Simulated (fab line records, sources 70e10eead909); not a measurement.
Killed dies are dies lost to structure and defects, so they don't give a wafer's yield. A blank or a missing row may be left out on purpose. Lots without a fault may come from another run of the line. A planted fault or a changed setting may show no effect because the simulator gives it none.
Chamber matching | flow nand_harc | NHARC_A_STAIRCASE_DESCUM_252 on rie_diel-13: 4 sister chambers
The step chemistry O2, time 3 s. 4 wafers are shown with their chamber, then 11 later ones without.

WAFERS WITH THEIR CHAMBER
wafer  | chamber | showerhead_plenum_p_Torr (Torr)
L077.6 | 0       | 1.91
L083.4 | 1       | 2.05
L083.6 | 3       | 1.77
L083.2 | 2       | 1.97

WAFERS WITHOUT THEIR CHAMBER
wafer  | showerhead_plenum_p_Torr (Torr)
L083.3 | 1.90
L083.5 | 1.90
L087.3 | 1.90
L087.5 | 1.77
L087.6 | 1.96
L086.2 | 1.96
L086.3 | 1.77
L086.6 | 1.90
L088.3 | 1.96
L088.4 | 2.05
L088.6 | 2.05

WHICH CHAMBER EACH WENT THROUGH
wafer  | from the rows above | in truth
L083.3 | 0                   | 0
L083.5 | 0                   | 0
L087.3 | 0                   | 0
L087.5 | 3                   | 3
L087.6 | 2                   | 2
L086.2 | 2                   | 2
L086.3 | 3                   | 3
L086.6 | 0                   | 0
L088.3 | 2                   | 2
L088.4 | 1                   | 1
L088.6 | 1                   | 1
Placed correctly: 11 of 11. Can't be placed from these rows: 0. Placed wrongly: 0.
How it was worked out, from the rows above alone: a wafer's distance from a chamber is the root of the sum, over the readings, of the square of ((its reading less the chamber's mean) divided by the reading's scatter). The wafer belongs to the nearest chamber; if the next one is less than 2 further off, it can't be placed. A chamber's mean is the mean of its shown wafers. The scatter: with one shown wafer a chamber, the root of the mean of the squares of how far each hidden wafer lies from its nearest shown one.
